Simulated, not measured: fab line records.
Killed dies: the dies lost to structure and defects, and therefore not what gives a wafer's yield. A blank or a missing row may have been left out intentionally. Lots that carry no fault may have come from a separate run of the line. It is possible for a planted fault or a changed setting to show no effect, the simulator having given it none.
Matching of chambers | flow n5-finfet | N5_FIN_CUT_CUT_ETCH_28 on rie-si-04: 4 sister chambers
The step etches Si in HBr/Cl2/O2, target depth 6 nm, time 2.4 s. 4 wafers are shown with their chamber, then 8 later ones without.

== WAFERS PAIRED WITH THEIR CHAMBERS ==
wafer  | chamber | throttle-valve-pct (%)
L085.2 | 1       | 37.0
L085.6 | 2       | 36.6
L086.4 | 3       | 36.5
L090.2 | 0       | 37.4

== WAFERS WITH NO CHAMBER GIVEN ==
wafer  | throttle-valve-pct (%)
L090.3 | 36.5
L090.4 | 36.5
L091.3 | 36.6
L091.5 | 36.5
L091.6 | 37.3
L095.2 | 36.5
L095.3 | 37.0
L095.5 | 36.6

== CHAMBER TAKEN BY EACH ==
wafer  | from the rows above | in truth
L090.3 | 3                   | 3
L090.4 | 3                   | 3
L091.3 | 2                   | 2
L091.5 | 3                   | 3
L091.6 | 0                   | 0
L095.2 | 3                   | 3
L095.3 | 1                   | 1
L095.5 | 2                   | 2
Correct placement for 8 of the 8. Can't be placed from these rows: 0. Wrongly placed: 0.
How it was worked out, from the rows above alone: a wafer's distance from a chamber is the root of the sum, over the readings, of the square of ((its reading less the chamber's mean) divided by the reading's scatter). If the next closest chamber is less than 2 further off than the closest, the wafer can't be placed; otherwise it belongs to the closest. A chamber's mean is the mean of its shown wafers. The scatter: root of mean squared gap, hidden wafer to nearest shown wafer, with one shown wafer a chamber.
